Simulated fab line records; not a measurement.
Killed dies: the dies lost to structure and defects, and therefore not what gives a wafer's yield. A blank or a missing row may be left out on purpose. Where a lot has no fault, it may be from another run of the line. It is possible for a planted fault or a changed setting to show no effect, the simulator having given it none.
Matching of chambers :: flow n5 finfet :: 3 sister chambers for N5_FIN_SAQP_SPACER1_ETCHBACK_25 on rie diel-02
The step etches SiO2 in CHF3/O2, target depth 24.4 nm, time 12.2 s. 14 wafers are shown with their chamber, then 6 later ones without.

## WAFERS, EACH WITH ITS CHAMBER
wafer: L074.2
chamber: 2
drypump motor current A (A): 6.2
rf vpp V (V): 550
throttle valve pct (%): 18.73

wafer: L074.3
chamber: 1
drypump motor current A (A): 5.5
rf vpp V (V): 524
throttle valve pct (%): 19.23

wafer: L074.5
chamber: 3
drypump motor current A (A): 5.5
rf vpp V (V): 522
throttle valve pct (%): 18.78

wafer: L080.4
chamber: 3
drypump motor current A (A): 5.5
rf vpp V (V): 519
throttle valve pct (%): 18.80

wafer: L080.5
chamber: 1
drypump motor current A (A): 5.5
rf vpp V (V): 524
throttle valve pct (%): 19.23

wafer: L080.6
chamber: 2
drypump motor current A (A): 6.1
rf vpp V (V): 551
throttle valve pct (%): 18.37

wafer: L085.3
chamber: 2
drypump motor current A (A): 6.2
rf vpp V (V): 549
throttle valve pct (%): 18.37

wafer: L085.5
chamber: 1
drypump motor current A (A): 5.5
rf vpp V (V): 523
throttle valve pct (%): 19.27

wafer: L085.6
chamber: 2
drypump motor current A (A): 6.2
rf vpp V (V): 551
throttle valve pct (%): 18.40

wafer: L086.2
chamber: 2
drypump motor current A (A): 6.2
rf vpp V (V): 551
throttle valve pct (%): 18.39

wafer: L086.3
chamber: 1
drypump motor current A (A): 5.5
rf vpp V (V): 522
throttle valve pct (%): 19.27

wafer: L086.6
chamber: 1
drypump motor current A (A): 5.5
rf vpp V (V): 524
throttle valve pct (%): 19.26

wafer: L089.1
chamber: 1
drypump motor current A (A): 5.5
rf vpp V (V): 525
throttle valve pct (%): 19.27

wafer: L089.2
chamber: 2
drypump motor current A (A): 6.1
rf vpp V (V): 552
throttle valve pct (%): 18.41

SIGNATURES, as means of the wafers listed above
reading: drypump motor current A
chamber 1: 5.500
chamber 2: 6.167
chamber 3: 5.500
scatter within a chamber: 0.0348

reading: rf vpp V
chamber 1: 523.67
chamber 2: 550.67
chamber 3: 520.50
scatter within a chamber: 1.17

reading: throttle valve pct
chamber 1: 19.2550
chamber 2: 18.4450
chamber 3: 18.7900
scatter within a chamber: 0.0958
Rule: a wafer's distance from a chamber is the root of the sum, over the readings, of the square of ((its reading less the chamber's mean) divided by the reading's scatter). If the next closest chamber is less than 2 further off than the closest, the wafer can't be placed; otherwise it belongs to the closest. How the scatter is found: for the shown wafers, subtract from each reading the mean of its chamber, square and add these, divide the total by (wafers less chambers), then take the root.

## WAFERS WITHOUT THEIR CHAMBER
wafer: L089.6
drypump motor current A (A): 6.2
rf vpp V (V): 550
throttle valve pct (%): 18.41

wafer: L094.3
drypump motor current A (A): 5.5
rf vpp V (V): 521
throttle valve pct (%): 18.45

wafer: L094.4
drypump motor current A (A): 6.2
rf vpp V (V): 551
throttle valve pct (%): 18.42

wafer: L097.2
drypump motor current A (A): 5.5
rf vpp V (V): 520
throttle valve pct (%): 18.48

wafer: L097.4
drypump motor current A (A): 6.2
rf vpp V (V): 550
throttle valve pct (%): 18.43

wafer: L097.5
drypump motor current A (A): 6.2
rf vpp V (V): 549
throttle valve pct (%): 18.42

## EACH ONE'S CHAMBER
wafer: L089.6
from the rows above: 2
in truth: 2

wafer: L094.3
from the rows above: 3
in truth: 3

wafer: L094.4
from the rows above: 2
in truth: 2

wafer: L097.2
from the rows above: 3
in truth: 3

wafer: L097.4
from the rows above: 2
in truth: 2

wafer: L097.5
from the rows above: 2
in truth: 2
Placed correctly: 6 of 6. Not placeable from these rows: 0. Number placed wrongly: 0.
